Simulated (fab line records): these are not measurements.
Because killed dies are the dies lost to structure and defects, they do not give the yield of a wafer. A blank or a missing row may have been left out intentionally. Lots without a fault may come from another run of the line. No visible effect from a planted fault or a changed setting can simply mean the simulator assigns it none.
Problem report in the 8D (eight disciplines) form, filled by code || flow n5_finfet || the parts of the form that need people (team, actions taken, sign-off) are left out

## 1. WHAT IS WRONG
N5_GATE_CUT_ETCH_28, etch_rf_on_time_s: mean 6.7 s over 1 wafer from 1 lot; wafers with no fault: 10.4 s, standard deviation 0.34. Measured from the usual mean, that is -11 standard deviations.
The step: etches underlayer in N2/H2, target depth 13 nm, time 10.4 s.
Seen first at day 8 08:40 on rie_diel-01, wafer L748.2. At this step, 25 wafers from 9 lots have a number in the record. The rule behind "out" and "out of limits": a value lying over 4 standard deviations away from the usual mean. The other wafers with a number count as sound.

## 2. WHAT IT IS AND WHAT IT IS NOT
{"question": "which readings at this step", "is": "etch_rf_on_time_s, oes_product_au", "is not": "drypump_motor_current_A, n2_flow_sccm, rf_fwd_power_W, rf_vpp_V, showerhead_plenum_p_Torr, throttle_valve_pct"}
{"question": "which lots", "is": "L748", "is not": "L736, L738, L740, L741, L744, L745, L746, L756"}
{"question": "which wafers of those lots", "is": "L748.2", "is not": "L748.4, L748.6"}
{"question": "read on which tools", "is": "rie_diel-01", "is not": "rie_diel-02, rie_diel-03"}
{"question": "when", "is": "from day 8 08:40", "is not": "up to then (22 sound wafers); but 2 sound wafers of L756 came after"}

## 3. THE SUSPECTS, EACH WITH WHAT RULES IT OUT
Counting: if a tool at a process step up to the reading ran every lot that is out, it stays a suspect. Sound lots after the first of them don't rule it out here, since some wafers of a struck lot are sound.
- pecvd-03 at N5_GATE_CUT_PECVD_57 (deposits SiNx from SiH4/NH3/N2, target thk 21 nm): kept. The lot that is out, L748, ran on it at day 8 07:38; the last sound lot it ran before that was L746, at day 7 18:10.
- cmp-01 at N5_GATE_CUT_CMP_02 (polishes, stops on SiO2, t overpolish 12.7 s, target thk 0 nm): kept. The lot that is out, L748, ran on it at day 8 07:47; the last sound lot it ran before that was L740, at day 6 05:53.
- rie_diel-01 at N5_GATE_CUT_DESCUM_18 (chemistry O2, time 7 s): kept. The lot that is out, L748, ran on it at day 8 08:38; the last sound lot it ran before that was L746, at day 7 19:10.
- rie_diel-01 at N5_GATE_CUT_ETCH_28 (etches underlayer in N2/H2, target depth 13 nm, time 10.4 s): kept. The lot that is out, L748, ran on it at day 8 08:40; the last sound lot it ran before that was L746, at day 7 19:12. On those wafers its own readings are out: etch_rf_on_time_s, oes_product_au.
- In cmp-01 at N5_GATE_CUT_CMP_02, the wafers that are out were processed in chamber 1 and their sound lot-mates in chambers 0, 2.
- In rie_diel-01 at N5_GATE_CUT_DESCUM_18, the wafers that are out were processed in chamber 0 and their sound lot-mates in chambers 1, 2.
- In rie_diel-01 at N5_GATE_CUT_ETCH_28, the wafers that are out were processed in chamber 0 and their sound lot-mates in chambers 1, 2.
Left after counting: pecvd-03 at N5_GATE_CUT_PECVD_57, cmp-01 at N5_GATE_CUT_CMP_02, rie_diel-01 at N5_GATE_CUT_DESCUM_18, rie_diel-01 at N5_GATE_CUT_ETCH_28.

## 4. THE CAUSE (what the simulator had put in)
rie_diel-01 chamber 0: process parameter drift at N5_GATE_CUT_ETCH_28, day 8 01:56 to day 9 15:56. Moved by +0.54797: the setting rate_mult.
This tool is one of the 4 suspects left after counting.

## 5. THE EFFECT CHAIN, in route order
Rows list readings where the struck wafers' mean (over those with a number) sits beyond 3 standard deviations from the usual. Readings are gone through only where the record gives a usual standard deviation; hours: the median, over the lots, of the time from a lot's start at the first step in this table giving one to that lot's start at this step; sigmas: the change measured in usual standard deviations.
{"hours": 0, "step": "N5_GATE_CUT_ETCH_28", "reading": "etch_rf_on_time_s", "usual": "10.4 s", "on struck wafers": 6.7, "change": -3.7, "sigmas": -11}
{"hours": 0, "step": "N5_GATE_CUT_ETCH_28", "reading": "oes_product_au", "usual": "0.67 a.u.", "on struck wafers": 1.06, "change": "+0.39", "sigmas": "+4.9"}
Here are the process steps it includes:
- N5_GATE_CUT_ETCH_28: etches underlayer in N2/H2, target depth 13 nm, time 10.4 s.
At these later measuring or inspecting steps, every struck wafer for which the step has a row has a number for every such reading, and none has moved that far: N5_BEOL_M4_RC_MEAS_101.

## 6. WHAT WOULD HAVE CAUGHT IT SOONER
7 hours passed between the start of the fault at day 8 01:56 and the first reading out of limits in this record, taken at day 8 08:40.
